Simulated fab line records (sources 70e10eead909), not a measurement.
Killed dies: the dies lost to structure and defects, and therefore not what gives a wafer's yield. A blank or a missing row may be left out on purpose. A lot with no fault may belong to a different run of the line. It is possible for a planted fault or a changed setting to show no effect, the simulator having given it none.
Chamber matching -- flow nandHarc -- 4 sister chambers for NHARC_P_STI_ETCH_15 on rieSi-05
The step etches the open film in HBr/Cl2, target depth 300 nm, time 100.1 s. 4 wafers are shown with their chamber, then 7 later ones without.

## WAFERS, EACH WITH ITS CHAMBER
wafer,chamber,drypumpMotorCurrentA (A)
L088.3,1,5.2
L091.1,0,5.4
L091.4,3,5.2
L094.5,2,5.6

## WAFERS WHOSE CHAMBER IS MISSING
wafer,drypumpMotorCurrentA (A)
L094.6,5.1
L095.1,5.1
L095.2,5.7
L095.4,5.1
L097.1,5.7
L097.2,5.4
L097.4,5.1

## EACH ONE'S CHAMBER
wafer,from the rows above,in truth
L094.6,can't be placed: 1 or 3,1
L095.1,can't be placed: 1 or 3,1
L095.2,2,2
L095.4,can't be placed: 1 or 3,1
L097.1,2,2
L097.2,0,0
L097.4,can't be placed: 1 or 3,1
Placed correctly: 3 of 7. Unplaceable from these rows: 4, with the true chamber sitting among the candidates in 4. Placed wrongly: 0.
How it was worked out, from the rows above alone: a wafer's distance from a chamber is the root of the sum, over the readings, of the square of ((its reading less the chamber's mean) divided by the reading's scatter). The wafer belongs to the nearest chamber; if the next one is less than 2 further off, it can't be placed. The mean given for a chamber averages the wafers shown for that chamber. The scatter: root of mean squared gap, hidden wafer to nearest shown wafer, with one shown wafer a chamber.
